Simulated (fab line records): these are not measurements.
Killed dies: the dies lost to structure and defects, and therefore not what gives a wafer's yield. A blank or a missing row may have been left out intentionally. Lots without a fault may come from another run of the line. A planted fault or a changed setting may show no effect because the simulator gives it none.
A struck lot beside a sound one    flow nandHarc    18 out of 1302 route steps
Sound: wafers L559.2, L559.3, L559.5. Wafers L566.1, L566.4, L566.5 were the ones struck. Last of all comes the cause.
Order at every step that has rows: each side's tool, ch and its chambers, its first start. Under that, the readings that differ: sound wafers    struck wafers    difference of the means    sigmas: that difference in standard deviations of wafers without a fault.
alike: words and numbers the same on both sides, and readings whose means are apart by under 2 such deviations; not compared: readings that were withheld, readings missing a value for some wafer, numbers with overlapping values and no deviation given by the record, and bounds like >300 which may hide the same value.
Wherever a step has rows on one side only, a row that says differs or no value, or a row with sigmas, the two part there. When numbers do not overlap yet have no deviation, they are printed without sigmas and do not part them. Lack of a reading on every wafer of one side parts them only where that side has two or more wafers.

first, 2 steps without rows for these wafers: NHARC_P_STI_SRD_39; NHARC_P_STI_OXIDE_40 (material SiO2, target thk 10 nm, ox time 1362 s).
NHARC_P_STI_INSPECT_25:
  struck on defectInspect-02, day 6 22:26; sound on defectInspect-02, day 4 12:23
  alike: rawDefectCount
then, 9 steps without rows for these wafers: NHARC_P_GATE_ETCH_69 (etches SiO2 in dHF, target depth 14 nm); NHARC_P_GATE_PRECLEAN_70 (cleans in SC1); NHARC_P_GATE_SRD_01; NHARC_P_GATE_OXIDE_02 (material SiO2, target thk 37.5 nm, ox time 365 s); NHARC_P_GATE_DEHYDRATE_03 (time 120 s); NHARC_P_GATE_HMDS_04 (time 30 s); NHARC_P_GATE_COAT_05; NHARC_P_GATE_SOFTBAKE_06 (time 95 s); NHARC_P_GATE_EBR_07.
NHARC_P_GATE_EXPOSE_08: exposes mask P HV.
  sound on krfScanner-04 ch 0, day 4 20:27; struck on krfScanner-02 ch 0, day 7 06:42
reading  sound                 struck                      difference  sigmas
mask     P_HV#0 P_HV#0 P_HV#0  P_HVPW#0 P_HVPW#0 P_HVPW#0  differs     
then, 2 steps without rows for these wafers: NHARC_P_GATE_PEB_09 (peb time 85 s); NHARC_P_GATE_DEVELOP_10 (time 70 s).
NHARC_P_GATE_CD_MEAS_11: target cd 1640 nm.
  sound on cdSem-03 ch 0, day 4 20:36; struck on cdSem-02 ch 0, day 7 06:51
reading    sound                 struck  difference                     sigmas
cdNm (nm)  1635.6 1641.6 1637.2  - - -   no value on the struck wafers  
then, 1 step without rows for these wafers: NHARC_P_GATE_HARDBAKE_12 (time 80 s).
-- jump in the record: it breaks off in module P_GATE and resumes in module END (first step shown: number 1302 of the route), and 20 days separate the struck wafers' starts before and after --
NHARC_END_SORT_01:
  sound on prober-02 ch 0, day 25 01:22; struck on prober-01 ch 0, day 27 03:02
reading            sound     struck                                                             difference                    sigmas
hold               - - -     awaitDispo/2.6h/scrap awaitDispo/2.6h/scrap awaitDispo/2.6h/scrap  no value on the sound wafers  
killedAtPeriphery  7 4 9     650 644 646                                                        +640                          +99 or more
killedDies         48 43 54  677 677 677                                                        +629                          +35
  alike: killedAtArray, killedAtOther, killedOpen, killedShort

WHERE THEY PART
First at NHARC_P_GATE_EXPOSE_08; last, within this record, at NHARC_END_SORT_01.

WHY: what had been put in by the simulator
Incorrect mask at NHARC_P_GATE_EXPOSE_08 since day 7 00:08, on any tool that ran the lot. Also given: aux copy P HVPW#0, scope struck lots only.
